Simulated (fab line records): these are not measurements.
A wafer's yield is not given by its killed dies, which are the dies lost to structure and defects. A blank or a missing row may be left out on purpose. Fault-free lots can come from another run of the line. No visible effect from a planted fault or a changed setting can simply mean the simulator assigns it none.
Which of the tools did it? + flow n5 finfet + 6 lots with 17 wafers sampled at 2 steps, on a route of 1938 steps

## WHAT THE GAUGES SHOWED, per wafer
N5_BEOL_M15_CD_MEAS_28 targets a cd of 407.6 nm.
| lot  | measured     | on        | cd nm (nm)        |
|------|--------------|-----------|-------------------|
| L597 | day 11 17:46 | cd sem-02 | 408.1 407.4 411.1 |
| L600 | day 12 17:34 | cd sem-02 | 407.7 407.0 405.0 |
| L606 | day 14 10:31 | cd sem-03 | 408.3 406.6 408.4 |
| L615 | day 16 06:23 | cd sem-03 | 429.9 431.2       |
| L618 | day 17 05:52 | cd sem-02 | 411.1 410.7 409.8 |
| L619 | day 18 14:05 | cd sem-01 | 408.2 409.4 410.2 |

## WHAT TOOL EACH LOT RAN ON (gives the tool, then ch and the chambers of the sampled wafers, and finally the start)
| lot  | N5_BEOL_M15_EXPOSE_25             |
|------|-----------------------------------|
| L597 | krf scanner-02 ch 0, day 11 17:35 |
| L600 | krf scanner-02 ch 0, day 12 17:24 |
| L606 | krf scanner-01 ch 0, day 14 10:21 |
| L615 | krf scanner-02 ch 0, day 16 06:13 |
| L618 | krf scanner-01 ch 0, day 17 05:41 |
| L619 | krf scanner-01 ch 0, day 18 13:55 |
- N5_BEOL_M15_EXPOSE_25: exposes mask M15, target cd 400 nm.

## THE ANSWER, worked out from the rows above alone
Rule: the lots themselves supply what counts as usual. The widest of any qualifying gaps counts: lots, ordered by their means at a reading, are off when they make up no more than a third of the lots, leave a main group of 4 or more, and stand apart from it by 3 or more times the standard deviation of that group's means. A main group whose means are all the same, to the digits that the tables above print for the reading, isn't used. Also off: a lot with no number at a reading for which 4 or more lots have one. Where the step has rows for the other lots, those lots are counted as sound.
Off, at N5_BEOL_M15_CD_MEAS_28 on cd nm: L615. The main group has a mean of 408.6 nm with a standard deviation of 1.3.
If a tool, at a process step before that reading, ran all the lots that are off and no sound lot after the first of them, it fits. Gauges at N5_BEOL_M15_CD_MEAS_28: tried the same way as those tools. Undecided on this evidence; 2 tools fit (krf scanner-02 at N5_BEOL_M15_EXPOSE_25, cd sem-03 at N5_BEOL_M15_CD_MEAS_28).

## WHAT THE SIMULATOR PUT IN
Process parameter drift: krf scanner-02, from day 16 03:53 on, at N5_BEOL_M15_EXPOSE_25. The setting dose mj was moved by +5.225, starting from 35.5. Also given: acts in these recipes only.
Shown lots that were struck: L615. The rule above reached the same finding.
